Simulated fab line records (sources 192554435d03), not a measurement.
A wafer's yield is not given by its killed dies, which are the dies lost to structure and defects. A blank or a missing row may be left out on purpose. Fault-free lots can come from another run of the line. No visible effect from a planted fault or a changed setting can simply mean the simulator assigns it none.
Matching of chambers -- flow n5 finfet -- ald sin-02 running N5_MOL_CONTACT_COAG_ALD_133: 4 sister chambers
The step deposits SiO2, target thk 5 nm, pulse time 1 s, co reactant pulse time 1 s. 4 wafers are shown with their chamber, then 9 later ones without.

## EACH WAFER AND ITS CHAMBER
wafer,chamber,heater power w (W)
L088.3,2,66
L088.5,3,68
L091.5,1,90
L091.6,0,77

## WAFERS WITH NO CHAMBER GIVEN
wafer,heater power w (W)
L093.3,69
L093.4,92
L093.6,91
L095.1,76
L095.4,67
L095.6,69
L097.1,77
L097.3,66
L097.6,93

## THE CHAMBER EACH PASSED THROUGH
wafer,from the rows above,in truth
L093.3,can't be placed: 3 or 2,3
L093.4,1,1
L093.6,1,1
L095.1,0,0
L095.4,can't be placed: 2 or 3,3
L095.6,can't be placed: 3 or 2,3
L097.1,0,0
L097.3,can't be placed: 2 or 3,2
L097.6,1,1
Correct placement for 5 of the 9. From these rows, 4 cannot be placed; in 4 the true chamber is one of the candidates. 0 placed wrongly.
How it was worked out, from the rows above alone: a wafer's distance from a chamber is the root of the sum, over the readings, of the square of ((its reading less the chamber's mean) divided by the reading's scatter). If the next closest chamber is less than 2 further off than the closest, the wafer can't be placed; otherwise it belongs to the closest. The mean given for a chamber averages the wafers shown for that chamber. The scatter: with one shown wafer a chamber, the root of the mean of the squares of how far each hidden wafer lies from its nearest shown one.
